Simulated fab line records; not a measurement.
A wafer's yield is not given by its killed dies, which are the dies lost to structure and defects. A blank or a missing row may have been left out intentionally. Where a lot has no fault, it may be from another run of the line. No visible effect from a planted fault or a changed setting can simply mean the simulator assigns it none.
fab line records	flow n5_finfet	part 1 of 2: steps 1 to 20 of 29
record: lots: 5	wafers: 15	last_day: 19
route steps=1938 shown BEOL_M8@1334
lots untouched by any fault: they come from a run of this same line in which no faults occurred
start_h: hours from the record's first day to the start of the lot's first wafer shown	wait_h: time in hours since the lot's previous step	" identical to the entry in the row above	L1.1+2: a single row standing in for several wafers	- no value present, or no start provided	* or withheld: withheld	< > ~ a bound
route shown NAME@n: NAME is a module with steps in the file, n the number in the route of the first one	usual: mean/standard deviation of fault-free wafers	same: alike in all rows	chamber/n: place in a boat	sites: per-site readings	_std_site: standard deviation of those values	_edge_site: inner sites' mean taken away from outer sites' mean	radius_mm: how far each site lies from the wafer's centre	mask NAME#n: copy n	behind: the most recent tool/chamber to have shaped the wafer	hold: reason for holding the lot/hours on hold/outcome of the hold	device: names the non-switching transistor (n, p or np)	end of line: the route-end tests of the same wafers	a step with no rows: only its recipe	killed: not the wafer's yield, but the dies lost to structure and defects at the first sort	map: a wafer's dies, x killed, . not, _ none there
set.NAME: the run value of the setting; set.NAME@STEP: its run value at that earlier step	model.NAME: the simulator's own value behind a step, which no gauge read
lots seen at some steps along the route; tables by step, rows by wafer
services: when a tool's chamber went out of use (start_h, in hours from the record's first day, below 0 if earlier), for how many hours, and the reason
== steps ==
step: N5_BEOL_M8_THK_MEAS_01
recipe: reads: SiCOH_lowk_of_BEOL_M8_ILD_DEP_00
usual: M8_ILD_THK: 155.1/2
lot.wafer	tool	chamber	start_h	wait_h	M8_ILD_THK[nm]
L081.3	film_metro-01	-	300.91	0.3	154.7
L081.4	"	-	"	"	155.7
L081.5	"	-	"	"	155.4
L085.2	film_metro-02	-	329.02	0.4	153.3
L085.3	"	-	"	"	149.7
L085.5	"	-	"	"	153.4
L086.1	film_metro-02	-	332.15	0.4	150.2
L086.3	"	-	"	"	152.6
L086.6	"	-	"	"	155.1
L091.1	film_metro-02	-	362.78	0.4	154.5
L091.3	"	-	"	"	152.3
L091.4	"	-	"	"	155.4
L088.1	film_metro-02	-	368.86	0.4	156.1
L088.4	"	-	"	"	156.7
L088.5	"	-	"	"	157.4
step: N5_BEOL_M8_PECVD_70
recipe: material: SiO2	target_thk_a: 200	temp_c: 400	precursor: TEOS/O2	pressure_torr: 5.5	rf_w: 450	teos_flow_sccm: 53.8	gas: O2	flow_sccm: 3000	time_s: 22.7
usual: heater_power_w: 731/63	showerhead_plenum_p_Torr: 8.78/0.071	throttle_valve_pct: 22.3/1.1
lot.wafer	tool	chamber	start_h	wait_h	heater_power_w	showerhead_plenum_p_Torr	throttle_valve_pct
L081.3	pecvd-03	0	300.95	0.0	785	8.73	22.9
L081.4	"	2	"	"	644	8.82	21.4
L081.5	"	1	"	"	655	8.81	22.7
L085.2	pecvd-02	2	329.06	0.0	764	8.84	22.2
L085.3	"	0	"	"	717	8.66	22.1
L085.5	"	1	"	"	735	8.88	24.4
L086.1	pecvd-03	1	332.18	0.0	730	8.83	22.7
L086.3	"	0	"	"	797	8.73	22.9
L086.6	"	2	"	"	737	8.81	21.2
L091.1	pecvd-01	2	362.82	0.0	712	8.78	21.8
L091.3	"	0	"	"	675	8.74	22.2
L091.4	"	2	"	"	724	8.76	22.4
L088.1	pecvd-01	1	368.90	0.0	690	8.79	19.9
L088.4	"	0	"	"	761	8.73	22.3
L088.5	"	1	"	"	718	8.79	20.3
step: N5_BEOL_M8_HM_DEP_02
recipe: material: TiN	target_thk_a: 200	temp_c: 25	chamber_pressure_pa: 0.49996
usual: substrate_temp_c: 24.99/0.12	throttle_valve_pct: 30.2/0.75
lot.wafer	tool	chamber	start_h	wait_h	substrate_temp_c	throttle_valve_pct
L081.3	pvd_sputter-02	-	302.48	1.5	25.00	30.8
L081.4	"	-	"	"	24.91	31.1
L081.5	"	-	"	"	24.73	30.5
L085.2	pvd_sputter-03	-	329.90	0.8	24.82	31.3
L085.3	"	-	"	"	25.06	30.0
L085.5	"	-	"	"	24.95	29.6
L086.1	pvd_sputter-02	-	332.98	0.8	25.00	30.9
L086.3	"	-	"	"	24.99	30.4
L086.6	"	-	"	"	24.90	30.6
L091.1	pvd_sputter-01	-	364.83	2.0	25.09	31.1
L091.3	"	-	"	"	24.92	31.1
L091.4	"	-	"	"	24.97	29.4
L088.1	pvd_sputter-02	-	369.62	0.7	24.92	30.8
L088.4	"	-	"	"	25.18	29.1
L088.5	"	-	"	"	24.92	29.0
step: N5_BEOL_M8_COAT_59
recipe: resist: SOC	temp_c: 250	time_s: 60	spin_rpm: 1500	resist_thk_nm: 100
usual: chill_plate_temp_C: 22.99/0.097	heater_power_total_W: 500.5/1.7
lot.wafer	tool	chamber	start_h	wait_h	chill_plate_temp_C	heater_power_total_W
L081.3	litho_track-02	0	302.61	0.1	23.04	499.9
L081.4	"	0	"	"	23.25	501.5
L081.5	"	0	"	"	23.05	503.0
L085.2	litho_track-04	0	330.03	0.1	22.95	498.0
L085.3	"	0	"	"	22.96	497.4
L085.5	"	0	"	"	23.19	501.4
L086.1	litho_track-03	0	333.10	0.1	22.75	500.2
L086.3	"	0	"	"	22.90	501.0
L086.6	"	0	"	"	22.95	500.1
L091.1	litho_track-03	0	364.96	0.1	23.07	503.1
L091.3	"	0	"	"	23.05	502.3
L091.4	"	0	"	"	23.13	502.1
L088.1	litho_track-02	0	369.75	0.1	22.97	498.2
L088.4	"	0	"	"	23.06	498.9
L088.5	"	0	"	"	23.01	501.0
step: N5_BEOL_M8_COAT_60
recipe: resist: SiARC	temp_c: 220	time_s: 60	spin_rpm: 1500	resist_thk_nm: 35
usual: chill_plate_temp_C: 23.02/0.11	heater_power_total_W: 427.6/2.1
lot.wafer	tool	chamber	start_h	wait_h	chill_plate_temp_C	heater_power_total_W
L081.3	litho_track-02	0	-	-	23.10	429.1
L081.4	"	0	"	"	22.97	429.1
L081.5	"	0	"	"	23.03	427.3
L085.2	litho_track-04	0	-	-	23.03	425.1
L085.3	"	0	"	"	22.99	428.3
L085.5	"	0	"	"	22.96	427.4
L086.1	litho_track-03	0	-	-	22.96	427.9
L086.3	"	0	"	"	23.06	427.8
L086.6	"	0	"	"	22.91	424.1
L091.1	litho_track-03	0	-	-	23.15	430.4
L091.3	"	0	"	"	22.96	430.0
L091.4	"	0	"	"	23.12	427.3
L088.1	litho_track-02	0	-	-	23.06	429.4
L088.4	"	0	"	"	22.99	427.0
L088.5	"	0	"	"	22.91	430.1
step: N5_BEOL_M8_COAT_05
recipe: resist: CAR-ArF	spin_rpm: 1500	resist_thk_nm: 90
usual: chill_plate_temp_C: 23.00/0.11
lot.wafer	tool	chamber	start_h	wait_h	chill_plate_temp_C
L081.3	litho_track-02	0	-	-	22.74
L081.4	"	0	"	"	22.90
L081.5	"	0	"	"	22.84
L085.2	litho_track-04	0	-	-	22.93
L085.3	"	0	"	"	22.89
L085.5	"	0	"	"	23.12
L086.1	litho_track-03	0	-	-	23.04
L086.3	"	0	"	"	23.12
L086.6	"	0	"	"	23.15
L091.1	litho_track-03	0	-	-	22.94
L091.3	"	0	"	"	22.83
L091.4	"	0	"	"	22.81
L088.1	litho_track-02	0	-	-	23.06
L088.4	"	0	"	"	23.01
L088.5	"	0	"	"	22.96
step: N5_BEOL_M8_EBR_07
recipe: solvent: PGMEA	ebr_width_mm: 1.5
usual: chill_plate_temp_C: 23.01/0.095
lot.wafer	tool	chamber	start_h	wait_h	chill_plate_temp_C
L081.3	litho_track-02	0	-	-	23.05
L081.4	"	0	"	"	23.02
L081.5	"	0	"	"	22.98
L085.2	litho_track-04	0	-	-	23.13
L085.3	"	0	"	"	23.01
L085.5	"	0	"	"	23.06
L086.1	litho_track-03	0	-	-	22.95
L086.3	"	0	"	"	23.11
L086.6	"	0	"	"	22.98
L091.1	litho_track-03	0	-	-	23.19
L091.3	"	0	"	"	23.08
L091.4	"	0	"	"	23.09
L088.1	litho_track-02	0	-	-	23.16
L088.4	"	0	"	"	22.90
L088.5	"	0	"	"	23.11
step: N5_BEOL_M8_SOFTBAKE_06
recipe: temp_c: 110	time_s: 60	resist: CAR-ArF
usual: chill_plate_temp_C: 23.01/0.11	heater_power_total_W: 175.0/1.5
lot.wafer	tool	chamber	start_h	wait_h	chill_plate_temp_C	heater_power_total_W
L081.3	litho_track-02	0	-	-	23.13	172.9
L081.4	"	0	"	"	22.96	174.1
L081.5	"	0	"	"	23.06	173.6
L085.2	litho_track-04	0	-	-	22.99	176.6
L085.3	"	0	"	"	23.07	173.7
L085.5	"	0	"	"	23.10	173.9
L086.1	litho_track-03	0	-	-	22.94	175.2
L086.3	"	0	"	"	23.20	177.3
L086.6	"	0	"	"	22.91	173.5
L091.1	litho_track-03	0	-	-	23.07	175.8
L091.3	"	0	"	"	23.04	177.6
L091.4	"	0	"	"	22.90	176.1
L088.1	litho_track-02	0	-	-	22.98	176.0
L088.4	"	0	"	"	23.02	173.3
L088.5	"	0	"	"	23.03	175.3
step: N5_BEOL_M8_EXPOSE_08
recipe: mask_id: M8	na: 1.35	source_shape: dipole	sigma_inner: 0.817	sigma_outer: 0.97	polarization: te	dose_mj: 68.25
lot.wafer	tool	chamber	start_h	wait_h	mask
L081.3+4+5	arfi_scanner-02	0	302.88	-	M8#0
L085.2+3+5	arfi_scanner-02	0	330.28	-	M8#0
L086.1+3+6	arfi_scanner-01	0	333.31	-	M8#0
L091.1+3+4	arfi_scanner-03	0	365.08	-	M8#0
L088.1+4+5	arfi_scanner-02	0	369.99	-	M8#0
step: N5_BEOL_M8_PEB_09
recipe: peb_temp_c: withheld	peb_time_s: 60	resist: CAR-ArF
usual: chill_plate_temp_C: 22.98/0.11
same: peb_time_s: 60
lot.wafer	tool	chamber	start_h	wait_h	chill_plate_temp_C
L081.3	litho_track-03	0	302.93	0.0	23.01
L081.4	"	0	"	"	22.92
L081.5	"	0	"	"	22.79
L085.2	litho_track-03	0	330.33	0.0	23.03
L085.3	"	0	"	"	22.96
L085.5	"	0	"	"	23.07
L086.1	litho_track-04	0	333.37	0.1	23.09
L086.3	"	0	"	"	22.84
L086.6	"	0	"	"	22.98
L091.1	litho_track-03	0	365.14	0.1	22.89
L091.3	"	0	"	"	22.81
L091.4	"	0	"	"	22.91
L088.1	litho_track-02	0	370.05	0.1	22.80
L088.4	"	0	"	"	23.04
L088.5	"	0	"	"	23.07
step: N5_BEOL_M8_DEVELOP_10
recipe: develop_time_s: 30	developer: TMAH	resist: CAR-ArF	rinse_liquid: diw	dry: air_spin	dev_temp_c: 23
usual: chill_plate_temp_C: 23.01/0.11
lot.wafer	tool	chamber	start_h	wait_h	chill_plate_temp_C
L081.3	litho_track-03	0	-	-	23.02
L081.4	"	0	"	"	23.01
L081.5	"	0	"	"	23.04
L085.2	litho_track-03	0	-	-	23.17
L085.3	"	0	"	"	23.14
L085.5	"	0	"	"	22.97
L086.1	litho_track-04	0	-	-	23.12
L086.3	"	0	"	"	23.00
L086.6	"	0	"	"	23.26
L091.1	litho_track-03	0	-	-	23.13
L091.3	"	0	"	"	22.98
L091.4	"	0	"	"	22.97
L088.1	litho_track-02	0	-	-	22.96
L088.4	"	0	"	"	22.93
L088.5	"	0	"	"	22.80
step: N5_BEOL_M8_CD_MEAS_11
recipe: target_cd_nm: 38.5	landing_energy_ev: 500	detector: se_inlens	polarity: opening
usual: cd_nm: 38.6/0.48
lot.wafer	tool	chamber	start_h	wait_h	cd_nm
L081.3	cd_sem-03	0	302.99	-	38.6
L081.4	"	0	"	"	38.8
L081.5	"	0	"	"	38.8
L085.2	cd_sem-02	0	330.40	-	38.3
L085.3	"	0	"	"	39.1
L085.5	"	0	"	"	38.7
L086.1	cd_sem-03	0	333.44	-	38.6
L086.3	"	0	"	"	37.8
L086.6	"	0	"	"	38.3
L091.1	cd_sem-03	0	365.20	-	38.5
L091.3	"	0	"	"	38.6
L091.4	"	0	"	"	38.2
L088.1	cd_sem-02	0	370.12	-	39.5
L088.4	"	0	"	"	39.0
L088.5	"	0	"	"	39.3
step: N5_BEOL_M8_OVL_MEAS_12
recipe: points_per_wafer: 44
usual: M8_OVL: -0.3/0.77
lot.wafer	tool	chamber	start_h	wait_h	M8_OVL[nm]
L081.3	overlay-01	0	303.02	0.0	-0.5
L081.4	"	0	"	"	-2.0
L081.5	"	0	"	"	-0.7
L085.2	overlay-01	0	330.43	0.0	-0.3
L085.3	"	0	"	"	-1.4
L085.5	"	0	"	"	-1.7
L086.1	overlay-02	0	333.47	0.0	0.2
L086.3	"	0	"	"	0.7
L086.6	"	0	"	"	0.4
L091.1	overlay-02	0	365.23	0.0	-0.6
L091.3	"	0	"	"	-0.4
L091.4	"	0	"	"	-0.9
L088.1	overlay-01	0	370.15	0.0	0.2
L088.4	"	0	"	"	0.6
L088.5	"	0	"	"	0.2
step: N5_BEOL_M8_INSPECT_13
recipe: mode: adi	inspect_instrument: brightfield
usual: raw_defect_count: 398/85
lot.wafer	tool	chamber	start_h	wait_h	raw_defect_count
L081.3	defect_inspect-01	-	303.05	0.0	443
L081.4	"	-	"	"	332
L081.5	"	-	"	"	342
L085.2	defect_inspect-02	-	330.45	0.0	398
L085.3	"	-	"	"	386
L085.5	"	-	"	"	425
L086.1	defect_inspect-01	-	333.49	0.0	484
L086.3	"	-	"	"	367
L086.6	"	-	"	"	320
L091.1	defect_inspect-02	-	365.26	0.0	311
L091.3	"	-	"	"	343
L091.4	"	-	"	"	293
L088.1	defect_inspect-02	-	370.17	0.0	384
L088.4	"	-	"	"	373
L088.5	"	-	"	"	385
step: N5_BEOL_M8_DESCUM_16
recipe: chemistry: O2	time_s: 7.9	source_power_w: 50	bias_power_w: 20	pressure_mtorr: 20	rf_frequency_hz: 2.712e+07	temp_c: 40	resist: CAR-ArF	o2_flow_sccm: 225
usual: drypump_motor_current_A: 6.0/0.51	oes_product_au: 0.80/0.063	rf_vpp_V: 242.6/1.5	showerhead_plenum_p_Torr: 2.06/0.073	throttle_valve_pct: 20.41/0.2
lot.wafer	tool	chamber	start_h	wait_h	drypump_motor_current_A	oes_product_au	rf_hours_counter_h	rf_vpp_V	showerhead_plenum_p_Torr	throttle_valve_pct
L081.3	rie_diel-01	2	303.08	0.0	5.4	0.67	241	244.4	2.14	20.50
L081.4	"	0	"	"	6.2	0.75	182	242.2	2.00	20.61
L081.5	"	2	"	"	5.4	0.68	-	242.9	2.14	20.50
L085.2	rie_diel-01	3	331.56	1.1	5.1	0.71	211	241.9	1.90	20.30
L085.3	"	0	"	"	6.2	0.74	191	239.1	1.99	20.65
L085.5	"	3	"	"	5.1	0.72	-	238.4	1.90	20.28
L086.1	rie_diel-01	0	333.98	0.5	6.2	0.73	193	243.0	1.99	20.64
L086.3	"	1	"	"	6.5	0.79	100	242.1	2.03	20.18
L086.6	"	3	"	"	5.2	0.72	-	240.0	1.90	20.30
L091.1	rie_diel-03	0	365.50	0.2	6.0	0.79	122	241.0	2.00	20.44
L091.3	"	1	"	"	6.5	0.79	92	243.7	2.11	20.26
L091.4	"	3	"	"	5.6	0.90	28	243.8	2.14	20.61
L088.1	rie_diel-03	3	370.21	0.0	5.6	0.89	30	242.6	2.14	20.62
L088.4	"	2	"	"	6.7	0.78	111	243.3	2.10	20.61
L088.5	"	2	"	"	6.7	0.78	-	243.5	2.10	20.61
step: N5_BEOL_M8_ETCH_61
recipe: chemistry: CF4	target: SiARC	target_depth_a: 455	mask_material: CAR-ArF	time_s: 75.8	ion_energy_ev: 80	pressure_mtorr: 40	source_w: 545	bias_w: 36	Ar_flow_sccm: 100	cf4_flow_sccm: 100	ends: cleared
usual: drypump_motor_current_A: 6.0/0.51	etch_rf_on_time_s: 75.7/1.7	oes_product_au: 0.68/0.054	rf_vpp_V: 183.6/1.3	showerhead_plenum_p_Torr: 2.12/0.074	throttle_valve_pct: 15.63/0.19
lot.wafer	tool	chamber	start_h	wait_h	drypump_motor_current_A	etch_rf_on_time_s	oes_product_au	rf_hours_counter_h	rf_vpp_V	showerhead_plenum_p_Torr	throttle_valve_pct
L081.3	rie_diel-01	2	303.11	0.0	5.4	77.2	0.58	241	184.6	2.19	15.82
L081.4	"	0	"	"	6.2	78.0	0.63	182	182.6	2.05	15.80
L081.5	"	2	"	"	5.4	77.8	0.58	-	184.3	2.19	15.81
L085.2	rie_diel-01	3	331.59	0.0	5.2	75.5	0.62	211	180.3	1.95	15.53
L085.3	"	0	"	"	6.2	78.1	0.62	191	181.8	2.04	15.83
L085.5	"	3	"	"	5.2	75.0	0.62	-	183.3	1.95	15.54
L086.1	rie_diel-01	0	334.01	0.0	6.2	78.3	0.63	193	181.5	2.04	15.82
L086.3	"	1	"	"	6.4	73.2	0.68	100	182.0	2.08	15.35
L086.6	"	3	"	"	5.1	76.5	0.61	-	180.9	1.95	15.54
L091.1	rie_diel-03	0	365.54	0.0	6.0	76.6	0.67	122	182.9	2.07	15.73
L091.3	"	1	"	"	6.5	77.2	0.68	92	183.0	2.16	15.46
L091.4	"	3	"	"	5.6	75.7	0.77	28	183.3	2.19	15.75
L088.1	rie_diel-03	3	370.24	0.0	5.6	76.3	0.76	30	186.1	2.19	15.75
L088.4	"	2	"	"	6.7	73.9	0.67	111	184.7	2.16	15.83
L088.5	"	2	"	"	6.7	73.5	0.67	-	182.5	2.16	15.84
step: N5_BEOL_M8_ETCH_62
recipe: chemistry: N2/H2	target: SOC	target_depth_a: 1100	overetch_a: 220	mask_material: SiARC	temp_c: 40	time_s: 165	ion_energy_ev: 200	pressure_mtorr: 30	source_w: 840	bias_w: 150	n2_flow_sccm: 200	h2_flow_sccm: 200
usual: drypump_motor_current_A: 6.0/0.51	oes_product_au: 0.68/0.051	rf_vpp_V: 522.8/2.6	showerhead_plenum_p_Torr: 2.50/0.092	throttle_valve_pct: 17.80/0.22
lot.wafer	tool	chamber	start_h	wait_h	drypump_motor_current_A	oes_product_au	rf_hours_counter_h	rf_vpp_V	showerhead_plenum_p_Torr	throttle_valve_pct
L081.3	rie_diel-01	2	303.17	0.0	5.4	0.59	241	525.8	2.61	18.00
L081.4	"	0	"	"	6.2	0.63	182	521.6	2.42	17.88
L081.5	"	2	"	"	5.4	0.58	-	526.3	2.61	18.00
L085.2	rie_diel-01	3	331.65	0.0	5.1	0.62	211	516.9	2.30	17.58
L085.3	"	0	"	"	6.2	0.63	191	519.5	2.41	17.89
L085.5	"	3	"	"	5.1	0.62	-	516.8	2.30	17.57
L086.1	rie_diel-01	0	334.07	0.0	6.2	0.63	193	519.0	2.41	17.90
L086.3	"	1	"	"	6.5	0.65	100	522.5	2.48	17.67
L086.6	"	3	"	"	5.1	0.62	-	516.9	2.30	17.59
L091.1	rie_diel-03	0	365.59	0.0	6.0	0.67	122	520.5	2.45	18.07
L091.3	"	1	"	"	6.5	0.69	92	526.4	2.57	17.64
L091.4	"	3	"	"	5.6	0.76	28	526.1	2.60	17.99
L088.1	rie_diel-03	3	370.30	0.0	5.6	0.76	31	525.5	2.60	18.00
L088.4	"	2	"	"	6.7	0.67	112	524.3	2.56	17.94
L088.5	"	2	"	"	6.7	0.66	-	524.1	2.56	17.96
step: N5_BEOL_M8_STRIP_68
recipe: chemistry: N2/H2	temp_c: 40	n2_flow_sccm: 200	h2_flow_sccm: 200	rf_frequency_hz: 6e+07
lot.wafer	tool	chamber	start_h	wait_h
L081.3+4+5	rie_diel-01	2,0,2	303.31	0.1
L085.2+3+5	rie_diel-01	3,0,3	331.79	0.1
L086.1+3+6	rie_diel-01	0,1,3	334.21	0.1
L091.1+3+4	rie_diel-03	0,1,3	365.73	0.1
L088.1+4+5	rie_diel-03	3,2,2	370.43	0.1
step: N5_BEOL_M8_STRIP_67
recipe: chemistry: CF4	resist: SiARC	power_w: 300	bias_power_w: 75	pressure_mtorr: 50	cf4_flow_sccm: 150	rf_frequency_hz: 6e+07
usual: drypump_motor_current_A: 6.0/0.51	oes_product_au: 0.80/0.061	rf_vpp_V: 270.6/1.6	showerhead_plenum_p_Torr: 1.77/0.06	throttle_valve_pct: 13.60/0.2
lot.wafer	tool	chamber	start_h	wait_h	drypump_motor_current_A	oes_product_au	rf_hours_counter_h	rf_vpp_V	showerhead_plenum_p_Torr	throttle_valve_pct
L081.3	rie_diel-01	2	303.32	0.0	5.4	0.69	241	271.3	1.83	13.83
L081.4	"	0	"	"	6.2	0.75	182	271.2	1.72	13.81
L081.5	"	2	"	"	5.4	0.69	-	272.1	1.83	13.83
L085.2	rie_diel-01	3	331.80	0.0	5.1	0.72	211	267.4	1.63	13.57
L085.3	"	0	"	"	6.2	0.73	191	270.3	1.72	13.81
L085.5	"	3	"	"	5.1	0.73	-	271.4	1.63	13.56
L086.1	rie_diel-01	0	334.22	0.0	6.2	0.74	193	270.6	1.71	13.81
L086.3	"	1	"	"	6.4	0.77	100	270.3	1.75	13.33
L086.6	"	3	"	"	5.1	0.72	-	267.0	1.63	13.58
L091.1	rie_diel-03	0	365.74	0.0	6.0	0.78	122	271.0	1.74	13.70
L091.3	"	1	"	"	6.5	0.80	92	272.7	1.81	13.43
L091.4	"	3	"	"	5.6	0.90	28	272.2	1.83	13.66
L088.1	rie_diel-03	3	370.44	0.0	5.6	0.90	31	271.5	1.83	13.68
L088.4	"	2	"	"	6.7	0.78	112	272.7	1.80	13.78
L088.5	"	2	"	"	6.7	0.78	-	271.4	1.80	13.77
step: N5_BEOL_M8_HM_OPEN_17
recipe: chemistry: Cl2/BCl3	target_depth_a: 200	overetch_a: 60	target: TiN	mask_material: SOC	ion_energy_ev: 150	pressure_mtorr: 10	icp_w: 1000	bias_w: 126	Cl2_flow_sccm: 53.25	bcl3_flow_sccm: 21.75	Ar_flow_sccm: 25
usual: drypump_motor_current_A: 5.9/0.41	oes_product_au: 0.69/0.069	throttle_valve_pct: 22.15/0.24
lot.wafer	tool	chamber	start_h	wait_h	drypump_motor_current_A	oes_product_au	rf_hours_counter_h	throttle_valve_pct
L081.3	rie_metal-03	1	303.39	0.1	6.0	0.84	-	22.21
L081.4	"	0	"	"	6.3	0.70	-	22.14
L081.5	"	0	"	"	6.3	0.69	-	22.14
L085.2	rie_metal-03	1	331.85	0.0	6.0	0.83	1	22.21
L085.3	"	1	"	"	6.0	0.83	-	22.19
L085.5	"	1	"	"	6.0	0.83	-	22.21
L086.1	rie_metal-03	0	334.26	0.0	6.3	0.69	34	22.13
L086.3	"	0	"	"	6.3	0.70	-	22.13
L086.6	"	1	"	"	6.0	0.81	-	22.21
L091.1	rie_metal-01	0	365.78	0.0	5.9	0.64	54	22.04
L091.3	"	0	"	"	6.0	0.64	-	22.05
L091.4	"	1	"	"	6.0	0.63	-	22.60
L088.1	rie_metal-02	1	370.49	0.0	5.0	0.69	26	21.75
L088.4	"	0	"	"	5.9	0.69	-	22.29
L088.5	"	0	"	"	5.9	0.69	-	22.26
